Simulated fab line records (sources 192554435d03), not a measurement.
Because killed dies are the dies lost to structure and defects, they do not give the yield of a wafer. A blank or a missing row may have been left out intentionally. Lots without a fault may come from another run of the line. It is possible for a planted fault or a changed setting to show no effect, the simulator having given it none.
Problem report, 8D (eight disciplines) form, completed by code / flow n5_finfet / the parts of the form that need people (team, actions taken, sign-off) are left out

## 1. WHAT IS WRONG
cd_nm at N5_BEOL_M12_CD_MEAS_10 reads a mean of 133.1 nm on 6 wafers of 2 lots; wafers without a fault read 140.2 nm with a standard deviation of 1.3. That is -5.5 standard deviations from the usual mean.
The step: target cd 140 nm.
First observed at day 12 22:13: wafer L564.3, on cd_sem-02. At this step, 33 wafers from 11 lots have a number in the record. Rule for "out", or "out of limits": more than 4 standard deviations from the usual mean. Any other wafer with a number is counted as sound.

## 2. WHAT IT IS, WHAT IT ISN'T
question=which readings at this step | is=cd_nm | is not=-
question=which lots | is=L564, L570 | is not=L557, L560, L561, L562, L563, L565, L577, L578, L579
question=which wafers of those lots | is=all that have a number | is not=-
question=read on which gauges | is=cd_sem-02, cd_sem-03 | is not=cd_sem-01
question=when | is=from day 12 22:13 | is not=up to then (15 sound wafers); but 12 sound wafers of L565, L577, L578, L579 came after

## 3. SUSPECTS, AND WHAT RULES EACH OUT
Counting: a tool at a process step up to the reading stays a suspect if it ran every lot that is out and no sound lot after the first of them.
- ruled out: the gauge at N5_BEOL_M12_CD_MEAS_10. Those wafers that are out were read across 2 gauges (cd_sem-02, cd_sem-03).
- ald_metal-01 at N5_BEOL_M11_ALD_74 (deposits TaN, target thk 2 nm, pulse time 2 s, purge time 3 s): ruled out as a lasting fault. After its first lot that is out, L564 (day 12 19:49), sound lots L579 ran on it.
- pecvd-01 at N5_BEOL_M11_DEP_56 (deposits SiCN from 3MS/NH3, target thk 30 nm, time 10.5 s): ruled out as a lasting fault. After its first lot that is out, L564 (day 12 21:32), sound lots L577 ran on it.
- litho_track-04 at N5_BEOL_M12_PEB_08 (peb time 90 s): ruled out as a lasting fault. After its first lot that is out, L564 (day 12 22:06), sound lots L578 ran on it.
Left after counting: nothing in the record.

## 4. THE CAUSE (what the simulator had put in)
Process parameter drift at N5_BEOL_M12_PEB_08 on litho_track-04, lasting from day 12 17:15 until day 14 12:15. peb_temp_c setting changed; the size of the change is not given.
The count ruled it out by mistake, since the rule takes a fault to strike every lot its tool runs from the start of the fault on, and this one did not do so.

## 5. SEQUENCE OF EFFECTS, ordered by route
Each row: a reading where the mean over the struck wafers with a number is more than 3 standard deviations away from the usual. Only readings whose record carries a usual standard deviation are examined. hours: median over the lots of the time between each lot's start at the first step of this table that gives one and its start at this step. sigmas: the change, counted in usual standard deviations.
hours=0; step=N5_BEOL_M12_PEB_08; reading=heater_power_total_W; usual=172.4 W; on struck wafers=168.3; change=-4.1; sigmas=-4.6
hours=0; step=N5_BEOL_M12_PEB_08; reading=plate_temp_C; usual=130.01 C; on struck wafers=127.64; change=-2.37; sigmas=-15
hours=0; step=N5_BEOL_M12_CD_MEAS_10; reading=cd_nm; usual=140.2 nm; on struck wafers=133.1; change=-7.1; sigmas=-5.5
The process steps in it:
- N5_BEOL_M12_PEB_08: peb time 90 s.

## 6. HOW IT WOULD HAVE BEEN CAUGHT EARLIER
Counted from the fault's start at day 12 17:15, it took 5 hours until the first out-of-limits reading at a measuring or inspecting step in this record, taken at day 12 22:13.
Tool's own readings at N5_BEOL_M12_PEB_08, plate_temp_C: out on all struck wafers the step has rows for; an alarm limit on them would have tripped on the first.
